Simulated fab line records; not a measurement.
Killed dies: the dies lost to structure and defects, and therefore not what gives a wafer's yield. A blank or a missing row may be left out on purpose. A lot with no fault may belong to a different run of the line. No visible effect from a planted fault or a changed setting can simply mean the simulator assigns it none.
fab line records	flow n5-finfet
record lots=6	wafers=18	last-day=17
route steps=1938 shown BEOL_M5@1145
lots untouched by any fault: they come from a run of this same line in which no faults occurred
start-h: hours from the record's first day to the start of the lot's first wafer shown	wait-h: time in hours since the lot's previous step	" the same as in the row above	L1.1+2: several wafers, shown together as one row	- no value present, or no start provided	* or withheld: withheld	< > ~ a bound
route shown NAME@n: a module of which the file shows steps, and the number in the route of the first	usual: average and standard deviation across the fault-free wafers	same: alike in all rows	chamber/n: place in a boat	sites: each site's reading	_std_site: how widely they spread, as a standard deviation	_edge_site: the outer-site mean with the inner-site mean subtracted	radius-mm: for every site, how far away it sits from the centre of the wafer	mask NAME#n: copy n	behind: the most recent tool/chamber to have shaped the wafer	hold: what put the lot on hold/how long, in hours/how the hold closed	device: transistor that didn't switch, given as n, p or np	end of line: the same wafers' tests at the end of the route	for a step that has no rows: nothing shown but its recipe	killed: at the first sort, the dies lost to defects and structure; wafer yield is something else	map: per-die view of a wafer (x killed, . not killed, _ where there is no die)
set.NAME: the setting that was run; set.NAME@STEP: the one run at that earlier step	model.NAME: the simulator's own value behind a step, which no gauge read
lots at some steps of the route; a table a step, a row a wafer
services: when a tool's chamber went out of use (start-h, in hours from the record's first day, below 0 if earlier), for how many hours, and the reason
## steps
# step N5_BEOL_M5_EXPOSE_25
# recipe mask-id=V4	na=0.33	source-shape=quasar	sigma-inner=0.2	sigma-outer=0.6	polarization=unpolarized	defocus-nm=10	dose-mj=52.75
# step N5_BEOL_M5_PEB_26
# recipe peb-temp-c=100	peb-time-s=60	resist=CAR-EUV
# step N5_BEOL_M5_DEVELOP_27
# recipe develop-time-s=30	developer=TMAH	resist=CAR-EUV	rinse-liquid=surfactant-rinse	dry=air-spin	dev-temp-c=23
# step N5_BEOL_M5_CD_MEAS_28
# recipe target-cd-nm=30.6	landing-energy-ev=500	detector=se-inlens	target-cd-y-nm=20	polarity=opening
# usual cd-nm=30.58/0.23
lot.wafer	tool	chamber	start-h	wait-h	cd-nm
L680.1	cd-sem-03	0	178.77	-	31.04
L680.3	"	0	"	"	30.21
L680.4	"	0	"	"	30.41
L681.1	cd-sem-03	0	184.79	-	30.51
L681.2	"	0	"	"	30.29
L681.6	"	0	"	"	29.90
L687.2	cd-sem-01	0	223.34	-	30.70
L687.3	"	0	"	"	30.74
L687.6	"	0	"	"	30.51
L700.1	cd-sem-02	0	301.42	-	30.93
L700.2	"	0	"	"	30.33
L700.6	"	0	"	"	30.84
L699.2	cd-sem-01	0	304.23	-	30.61
L699.4	"	0	"	"	30.31
L699.6	"	0	"	"	30.62
L701.1	cd-sem-01	0	309.18	-	30.57
L701.2	"	0	"	"	30.64
L701.4	"	0	"	"	30.39
# step N5_BEOL_M5_OVL_MEAS_29
# recipe points-per-wafer=522
# usual V4_OVL=-0.2/0.71
# same points-per-wafer=522
lot.wafer	tool	chamber	start-h	wait-h	V4_OVL[nm]
L680.1	overlay-01	0	178.80	0.0	-1.1
L680.3	"	0	"	"	0.2
L680.4	"	0	"	"	0.1
L681.1	overlay-02	0	184.82	0.0	-0.3
L681.2	"	0	"	"	0.8
L681.6	"	0	"	"	-0.1
L687.2	overlay-02	0	223.38	0.0	-0.2
L687.3	"	0	"	"	-0.5
L687.6	"	0	"	"	-1.0
L700.1	overlay-02	0	301.45	0.0	0.6
L700.2	"	0	"	"	-0.5
L700.6	"	0	"	"	-1.0
L699.2	overlay-01	0	304.26	0.0	-0.4
L699.4	"	0	"	"	-1.4
L699.6	"	0	"	"	-1.2
L701.1	overlay-02	0	309.21	0.0	0.3
L701.2	"	0	"	"	-1.1
L701.4	"	0	"	"	-1.5
# step N5_BEOL_M5_INSPECT_30
# recipe mode=adi	inspect-instrument=brightfield
# usual raw-defect-count=420/99
lot.wafer	tool	chamber	start-h	wait-h	raw-defect-count
L680.1	defect-inspect-01	-	178.86	0.1	312
L680.3	"	-	"	"	362
L680.4	"	-	"	"	259
L681.1	defect-inspect-02	-	184.88	0.1	298
L681.2	"	-	"	"	309
L681.6	"	-	"	"	503
L687.2	defect-inspect-02	-	223.43	0.0	284
L687.3	"	-	"	"	361
L687.6	"	-	"	"	321
L700.1	defect-inspect-01	-	301.51	0.1	337
L700.2	"	-	"	"	311
L700.6	"	-	"	"	483
L699.2	defect-inspect-02	-	304.32	0.0	388
L699.4	"	-	"	"	420
L699.6	"	-	"	"	371
L701.1	defect-inspect-02	-	309.28	0.1	370
L701.2	"	-	"	"	890
L701.4	"	-	"	"	630
# step N5_BEOL_M5_DESCUM_33
# recipe chemistry=O2	time-s=7	source-power-w=50	bias-power-w=20	pressure-mtorr=20	rf-frequency-hz=2.712e+07	temp-c=40	resist=CAR-EUV	o2-flow-sccm=225
# usual drypump-motor-current-A=5.9/0.4	oes-product-au=0.76/0.09	rf-vpp-V=243.2/1.4	showerhead-plenum-p-Torr=2.09/0.083	throttle-valve-pct=20.48/0.27
lot.wafer	tool	chamber	start-h	wait-h	drypump-motor-current-A	oes-product-au	rf-hours-counter-h	rf-vpp-V	showerhead-plenum-p-Torr	throttle-valve-pct
L680.1	rie-diel-05	2	178.89	0.0	6.2	0.68	227	240.7	1.98	20.16
L680.3	"	3	"	"	6.1	0.69	210	244.0	2.17	20.64
L680.4	"	1	"	"	6.1	0.74	174	242.3	2.08	20.19
L681.1	rie-diel-01	0	184.92	0.0	6.2	0.71	212	242.3	1.98	20.58
L681.2	"	2	"	"	5.2	0.90	15	242.3	2.06	20.36
L681.6	"	0	"	"	6.2	0.72	-	240.6	1.98	20.59
L687.2	rie-diel-06	1	223.66	0.2	5.2	0.69	239	243.8	2.06	20.25
L687.3	"	3	"	"	6.2	0.74	172	243.6	2.08	20.90
L687.6	"	3	"	"	6.2	0.74	-	245.1	2.08	20.90
L700.1	rie-diel-05	1	301.68	0.2	6.0	0.71	205	241.7	2.07	20.25
L700.2	"	0	"	"	6.4	0.88	31	245.1	2.21	20.64
L700.6	"	2	"	"	6.2	0.95	-	245.3	2.24	19.95
L699.2	rie-diel-05	2	304.47	0.2	6.2	0.94	11	244.6	2.24	19.95
L699.4	"	1	"	"	6.0	0.70	-	243.6	2.07	20.26
L699.6	"	0	"	"	6.4	0.87	-	246.4	2.21	20.61
L701.1	rie-diel-06	2	309.35	0.1	5.6	0.75	173	240.5	1.91	20.61
L701.2	"	1	"	"	5.2	0.92	9	241.8	2.05	19.91
L701.4	"	3	"	"	6.2	0.72	200	243.5	2.07	20.95
# step N5_BEOL_M5_ETCH_75
# recipe chemistry=N2/H2	target=underlayer	target-depth-a=65	mask-material=CAR-EUV	time-s=5.2	ion-energy-ev=200	pressure-mtorr=30	source-w=840	bias-w=150	n2-flow-sccm=200	h2-flow-sccm=200	ends=cleared
# usual drypump-motor-current-A=5.9/0.4	etch-rf-on-time-s=5.16/0.14	oes-product-au=0.65/0.08	rf-fwd-power-W=819.2/2.2	rf-vpp-V=523.6/3	showerhead-plenum-p-Torr=2.54/0.1	throttle-valve-pct=17.9/0.32
lot.wafer	tool	chamber	start-h	wait-h	drypump-motor-current-A	etch-rf-on-time-s	oes-product-au	rf-fwd-power-W	rf-hours-counter-h	rf-vpp-V	showerhead-plenum-p-Torr	throttle-valve-pct
L680.1	rie-diel-05	2	178.93	0.0	6.2	5.08	0.61	820.4	227	521.2	2.40	17.5
L680.3	"	3	"	"	6.2	5.05	0.60	819.7	210	525.6	2.64	18.1
L680.4	"	1	"	"	6.0	5.00	0.65	817.6	174	524.3	2.53	17.7
L681.1	rie-diel-01	0	184.95	0.0	6.2	5.26	0.60	816.7	212	519.7	2.41	18.1
L681.2	"	2	"	"	5.2	4.98	0.79	817.0	15	520.1	2.48	17.7
L681.6	"	0	"	"	6.2	5.28	0.61	817.8	-	519.9	2.41	18.1
L687.2	rie-diel-06	1	223.69	0.0	5.2	5.30	0.59	822.7	239	521.3	2.50	17.7
L687.3	"	3	"	"	6.2	5.26	0.62	817.3	172	522.5	2.53	18.4
L687.6	"	3	"	"	6.2	5.25	0.63	821.8	-	523.2	2.53	18.3
L700.1	rie-diel-05	1	301.72	0.0	6.0	5.08	0.61	820.6	205	522.3	2.51	17.7
L700.2	"	0	"	"	6.4	5.02	0.77	818.6	31	527.4	2.71	18.1
L700.6	"	2	"	"	6.2	4.94	0.81	820.4	-	530.3	2.70	17.2
L699.2	rie-diel-05	2	304.50	0.0	6.2	4.93	0.81	816.8	11	527.3	2.70	17.2
L699.4	"	1	"	"	6.1	5.07	0.61	821.0	-	523.4	2.51	17.7
L699.6	"	0	"	"	6.4	5.07	0.75	817.8	-	526.9	2.71	18.1
L701.1	rie-diel-06	2	309.38	0.0	5.7	5.07	0.67	821.2	173	517.1	2.34	18.1
L701.2	"	1	"	"	5.2	5.04	0.79	817.9	9	521.7	2.49	17.3
L701.4	"	3	"	"	6.2	5.22	0.61	818.4	200	524.3	2.52	18.4
# step N5_BEOL_M5_ETCH_67
# recipe chemistry=CF4	target=SiARC	target-depth-a=156	mask-material=CAR-EUV	time-s=26	ion-energy-ev=80	pressure-mtorr=40	source-w=545	bias-w=36	Ar_flow_sccm=100	cf4-flow-sccm=100	ends=cleared
# usual drypump-motor-current-A=5.9/0.4	etch-rf-on-time-s=25.8/0.66	oes-product-au=0.66/0.079	rf-fwd-power-W=533.0/2.1	rf-vpp-V=184.1/1.3	showerhead-plenum-p-Torr=2.14/0.08	throttle-valve-pct=15.69/0.25
lot.wafer	tool	chamber	start-h	wait-h	drypump-motor-current-A	etch-rf-on-time-s	oes-product-au	rf-fwd-power-W	rf-hours-counter-h	rf-vpp-V	showerhead-plenum-p-Torr	throttle-valve-pct
L680.1	rie-diel-05	2	178.94	0.0	6.2	25.6	0.60	532.9	227	182.8	2.04	15.49
L680.3	"	3	"	"	6.2	25.7	0.60	530.5	210	183.5	2.21	15.84
L680.4	"	1	"	"	6.0	25.0	0.64	539.3	174	183.6	2.14	15.51
L681.1	rie-diel-01	0	184.97	0.0	6.2	26.3	0.61	530.9	212	181.7	2.04	15.73
L681.2	"	2	"	"	5.2	25.0	0.79	534.7	15	181.8	2.09	15.35
L681.6	"	0	"	"	6.2	26.0	0.61	531.9	-	182.0	2.04	15.71
L687.2	rie-diel-06	1	223.71	0.0	5.2	26.1	0.60	532.9	239	183.3	2.12	15.59
L687.3	"	3	"	"	6.2	26.1	0.63	532.9	172	182.7	2.13	16.01
L687.6	"	3	"	"	6.2	26.0	0.63	532.7	-	183.5	2.13	16.01
L700.1	rie-diel-05	1	301.73	0.0	6.0	25.2	0.62	534.1	205	183.4	2.13	15.57
L700.2	"	0	"	"	6.4	25.5	0.75	532.8	31	185.1	2.27	15.75
L700.6	"	2	"	"	6.2	24.8	0.82	533.4	-	185.1	2.28	15.10
L699.2	rie-diel-05	2	304.52	0.0	6.2	24.8	0.80	532.6	11	187.0	2.28	15.09
L699.4	"	1	"	"	6.1	25.3	0.61	534.0	-	183.4	2.13	15.57
L699.6	"	0	"	"	6.5	25.2	0.75	533.8	-	185.9	2.27	15.77
L701.1	rie-diel-06	2	309.40	0.0	5.6	25.3	0.66	534.3	173	183.2	1.97	15.80
L701.2	"	1	"	"	5.2	25.0	0.80	534.3	10	183.8	2.11	15.15
L701.4	"	3	"	"	6.2	26.3	0.61	528.7	200	182.8	2.12	16.06
# step N5_BEOL_M5_ETCH_68
# recipe chemistry=N2/H2	target=SOC	target-depth-a=800	overetch-a=160	mask-material=SiARC	temp-c=40	time-s=120	ion-energy-ev=200	pressure-mtorr=30	source-w=840	bias-w=150	n2-flow-sccm=200	h2-flow-sccm=200
# usual drypump-motor-current-A=5.9/0.4	oes-product-au=0.58/0.064	rf-fwd-power-W=836/3.1	rf-vpp-V=523.7/2.7	showerhead-plenum-p-Torr=2.54/0.1	throttle-valve-pct=17.9/0.32
lot.wafer	tool	chamber	start-h	wait-h	drypump-motor-current-A	oes-product-au	rf-fwd-power-W	rf-hours-counter-h	rf-vpp-V	showerhead-plenum-p-Torr	throttle-valve-pct
L680.1	rie-diel-05	2	178.97	0.0	6.2	0.53	840	227	520.4	2.40	17.4
L680.3	"	3	"	"	6.1	0.53	832	210	525.5	2.64	18.0
L680.4	"	1	"	"	6.1	0.56	840	174	525.1	2.53	17.6
L681.1	rie-diel-01	0	184.99	0.0	6.2	0.55	834	212	521.7	2.41	18.0
L681.2	"	2	"	"	5.2	0.70	834	15	523.1	2.48	17.7
L681.6	"	0	"	"	6.2	0.55	832	-	520.3	2.41	18.0
L687.2	rie-diel-06	1	223.74	0.0	5.2	0.54	838	239	524.6	2.50	17.7
L687.3	"	3	"	"	6.2	0.56	841	172	523.6	2.53	18.3
L687.6	"	3	"	"	6.2	0.56	836	-	522.9	2.53	18.3
L700.1	rie-diel-05	1	301.76	0.0	6.1	0.55	835	205	523.5	2.51	17.6
L700.2	"	0	"	"	6.4	0.67	839	31	528.3	2.71	18.1
L700.6	"	2	"	"	6.2	0.70	828	-	528.5	2.70	17.1
L699.2	rie-diel-05	2	304.55	0.0	6.2	0.71	839	11	526.6	2.70	17.1
L699.4	"	1	"	"	6.1	0.54	838	-	522.7	2.51	17.7
L699.6	"	0	"	"	6.4	0.67	837	-	527.5	2.71	18.0
L701.1	rie-diel-06	2	309.43	0.0	5.7	0.58	838	173	517.8	2.34	18.0
L701.2	"	1	"	"	5.2	0.70	836	10	521.9	2.49	17.3
L701.4	"	3	"	"	6.2	0.54	837	200	521.6	2.52	18.3
# step N5_BEOL_M5_STRIP_69
# recipe chemistry=N2/H2	temp-c=40	n2-flow-sccm=200	h2-flow-sccm=200	rf-frequency-hz=6e+07
# step N5_BEOL_M5_STRIP_76
# recipe chemistry=N2/H2	temp-c=40	n2-flow-sccm=200	h2-flow-sccm=200	rf-frequency-hz=6e+07
# step N5_BEOL_M5_VIA_ETCH_34
# recipe chemistry=C4F6/O2	target=SiCOH_lowk	target-depth-a=883	mask-material=SOC	taper-deg=4	time-s=39.2	ion-energy-ev=250	pressure-mtorr=30	source-w=345	bias-w=185	Ar_flow_sccm=300	C4F6_flow_sccm=10	O2_flow_sccm=10
# usual drypump-motor-current-A=5.9/0.4	oes_f_703_au=0.78/0.092	oes_o_777_au=0.77/0.094	oes-product-au=0.76/0.093	rf-fwd-power-W=341.5/1.8	rf-vpp-V=664/11	showerhead-plenum-p-Torr=2.84/0.11	throttle-valve-pct=20.93/0.29
lot.wafer	tool	chamber	start-h	wait-h	drypump-motor-current-A	oes_f_703_au	oes_o_777_au	oes-product-au	rf-fwd-power-W	rf-hours-counter-h	rf-vpp-V	showerhead-plenum-p-Torr	throttle-valve-pct	model.etch.depth-nm	model.SOC_of_BEOL_M5_COAT_65.thk-nm
L680.1	rie-diel-05	2	179.07	0.0	6.2	0.70	0.70	0.70	343.0	227	678	2.70	20.60	89.14	55.8
L680.3	"	3	"	"	6.2	0.70	0.71	0.70	338.5	210	686	2.94	21.09	88.43	55.8
L680.4	"	1	"	"	6.0	0.76	0.76	0.74	342.5	174	657	2.84	20.72	89.63	55.8
L681.1	rie-diel-01	0	185.10	0.0	6.2	0.70	0.70	0.72	339.3	212	665	2.71	21.04	88.13	56
L681.2	"	2	"	"	5.2	0.95	0.97	0.92	340.5	15	671	2.79	20.72	89.95	55.8
L681.6	"	0	"	"	6.2	0.70	0.70	0.71	337.4	-	665	2.71	21.02	88.22	56
L687.2	rie-diel-06	1	223.84	0.0	5.2	0.72	0.72	0.70	343.4	239	657	2.79	20.61	86.61	55.8
L687.3	"	3	"	"	6.2	0.73	0.71	0.73	342.9	172	664	2.83	21.33	87.69	55.8
L687.6	"	3	"	"	6.2	0.73	0.72	0.73	342.2	-	664	2.83	21.32	87.27	55.8
L700.1	rie-diel-05	1	301.86	0.0	6.0	0.96	0.92	0.75	427.5	205	590	2.83	20.79	96.36	55.4
L700.2	"	0	"	"	6.5	1.16	1.12	0.94	424.3	31	594	3.00	21.04	98.26	55.2
L700.6	"	2	"	"	6.2	1.21	1.18	1.01	425.3	-	618	3.03	20.38	100.6	55.2
L699.2	rie-diel-05	2	304.65	0.0	6.2	1.22	1.17	1.01	423.5	11	617	3.03	20.39	101.5	55.4
L699.4	"	1	"	"	6.0	0.95	0.92	0.75	424.4	-	591	2.83	20.78	96.04	55.6
L699.6	"	0	"	"	6.5	1.16	1.12	0.94	425.2	-	594	3.00	21.04	97.85	55.4
L701.1	rie-diel-06	2	309.53	0.0	5.6	0.79	0.78	0.77	339.6	173	654	2.62	21.07	90.25	55.8
L701.2	"	1	"	"	5.2	0.93	0.95	0.93	343.4	10	656	2.78	20.28	91.54	55.6
L701.4	"	3	"	"	6.2	0.70	0.69	0.71	341.0	200	665	2.82	21.35	88.16	56
# step N5_BEOL_M5_STRIP_85
# recipe chemistry=C4F6/O2	resist=SiARC	rf-frequency-hz=6e+07
## services
tool	chamber	start-h	hours	kind
rie-diel-06	0	190.33	6.5	repair
rie-diel-05	0	192.88	-	clean
rie-diel-05	0	192.88	-	consumable-replace:focus-ring
rie-diel-05	0	192.88	-	consumable-replace:showerhead
rie-diel-05	0	192.88	15.2	scheduled-down
rie-diel-05	0	192.88	15.2	vent-cycle
rie-diel-06	2	195.78	28.7	repair
rie-diel-05	1	197.55	24.1	repair
rie-diel-05	1	244.64	5.5	repair
rie-diel-01	0	249.43	3.8	repair
rie-diel-05	2	250.16	-	clean
rie-diel-05	2	250.16	-	consumable-replace:focus-ring
rie-diel-05	2	250.16	-	consumable-replace:showerhead
rie-diel-05	2	250.16	21.8	scheduled-down
rie-diel-05	2	250.16	21.8	vent-cycle
rie-diel-06	1	259.30	-	clean
rie-diel-06	1	259.30	-	consumable-replace:focus-ring
rie-diel-06	1	259.30	16.3	scheduled-down
rie-diel-06	1	259.30	16.3	vent-cycle
rie-diel-01	2	265.90	16.8	repair
rie-diel-05	3	298.74	-	clean
rie-diel-05	3	298.74	-	consumable-replace:focus-ring
rie-diel-05	3	298.74	22.1	scheduled-down
rie-diel-05	3	298.74	22.1	vent-cycle
## key
first-sign step=N5_BEOL_M5_VIA_ETCH_34	reading=rf-fwd-power-W	direction=up	sigmas=47	usual=*	struck=*
effect step=N5_BEOL_M5_VIA_ETCH_34	reading=rf-vpp-V	direction=down	sigmas=6.1	usual=664	struck=601
model-effect step=N5_BEOL_M5_VIA_ETCH_34	value=etch.depth-nm	without=90.55	struck=98.44
met-at N5_BEOL_M5_VIA_ETCH_34
struck-wafers L699.2,L699.4,L699.6,L700.1,L700.2,L700.6
onset-between 179.07 301.86
fault kind=process-parameter-drift	tool=rie-diel-05	chamber=-	onset-h=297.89	steps=N5_BEOL_M5_VIA_ETCH_34	channel=source-w	offset=82.8	shape=step	end-h=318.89	acts-in=these-recipes-only	stated=345
